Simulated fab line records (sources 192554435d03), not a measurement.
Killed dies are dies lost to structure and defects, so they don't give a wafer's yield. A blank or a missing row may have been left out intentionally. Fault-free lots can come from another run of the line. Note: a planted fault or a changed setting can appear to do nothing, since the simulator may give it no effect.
One fault through the eyes of 2 desks -- flow n5-finfet -- each desk has only its own numbers; what lay behind them comes last

## METROLOGY DESK
What the gauges read for every lot (on any tool): the sampled wafers with a number, averaged. A lot is out of limits, marked OUT, if its mean lies more than 4 standard deviations from the usual mean; the brackets give that distance. It has 11 readings, of which 7 appear: the earliest out of limits, and the ones furthest out on some lot.
Columns: A = trench-depth-nm at N5_STI_FIN_REVEAL_FIN_H_MEAS_10, usual 51.8 nm; B = DIBL_P at N5_BEOL_M4_RC_MEAS_101, usual 36.1 mV/V; C = IOFF_N at N5_BEOL_M4_RC_MEAS_101, usual 0.161 nA/um; D = IOFF_P at N5_BEOL_M4_RC_MEAS_101, usual 0.209 nA/um; E = SS_N at N5_BEOL_M4_RC_MEAS_101, usual 71.5 mV/dec; F = VT_N at N5_BEOL_M4_RC_MEAS_101, usual 249.1 mV; G = VT_P at N5_BEOL_M4_RC_MEAS_101, usual -249.9 mV
lot,first seen here,A,B,C,D,E,F,G
L512,day 2 11:45,51.6,35.0,0.145,0.181,71.4,248.1,-253.5
L515,day 3 07:06,52.2,34.0,0.132,0.181,71.2,252.3,-251.3
L517,day 3 20:31,51.8,36.7,0.181,0.258,71.6,247.0,-244.9
L522,day 5 02:17,52.0,36.7,0.160,0.204,71.3,248.1,-248.9
L527,day 6 10:40,-0.8 (-99 or more) OUT,-,-,-,-,-,-
L528,day 6 15:27,0.2 (-97) OUT,-,-,-,-,-,-
L532,day 7 13:25,51.5,37.5,0.188,0.226,72.0,248.0,-249.1
L533,day 7 20:03,52.2,36.7,0.130,0.209,71.5,254.5,-250.7
L534,day 8 01:25,51.2,37.2,0.170,0.225,72.1,247.9,-249.7
L535,day 8 06:39,52.4,35.4,0.147,0.199,71.8,250.6,-247.7
This desk finds L527, L528 out of limits, L527 being first, at day 6 10:40 (trench-depth-nm at N5_STI_FIN_REVEAL_FIN_H_MEAS_10). L512, L515, L517, L522, L532, L533, L534, L535 stayed within limits.

## TOOL OWNER'S DESK, vapor-etch-01
The tool's own readings at N5_STI_FIN_REVEAL_RECESS_09 (chemistry HF/NH3, target SiO2, afs cycles 11, target depth 42.5 nm, sublimation time 60 s): means of the sampled wafers that have a number, for each lot that ran on this tool. A lot is out of limits, marked OUT, if its mean lies more than 4 standard deviations from the usual mean; the brackets give that distance.
Columns: A = drypump-motor-current-A at N5_STI_FIN_REVEAL_RECESS_09, usual 5.8 A; B = foreline-p-Torr at N5_STI_FIN_REVEAL_RECESS_09, usual 0.1280 Torr
lot,first seen here,A,B
L512,day 2 09:34,6.0,0.1282
L515,day 3 04:24,6.0,0.1278
L517,day 3 16:10,5.9,0.1281
L522,day 4 23:35,6.2,0.1279
L533,day 7 17:21,6.0,0.1278
L534,day 7 22:41,6.1,0.1276
L535,day 8 03:56,5.9,0.1282
This desk found nothing out of limits on any of the 7 lots.

## PUT TOGETHER
At day 6 10:40 the metrology desk could have sounded an alarm, on L527, L528.
The tool owner's desk saw nothing out of limits.
The tool owner's desk has no number on record for L527, L528.
N5_STI_FIN_REVEAL_RECESS_09 was run on vapor-etch-01 by each of the lots named.

## WHAT HAD BEEN PUT IN BY THE SIMULATOR
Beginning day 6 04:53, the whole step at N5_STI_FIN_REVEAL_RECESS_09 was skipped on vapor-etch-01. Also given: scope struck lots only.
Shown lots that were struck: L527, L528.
Delay in hours, fault start to first out-of-limits reading, per desk: metrology desk 6.
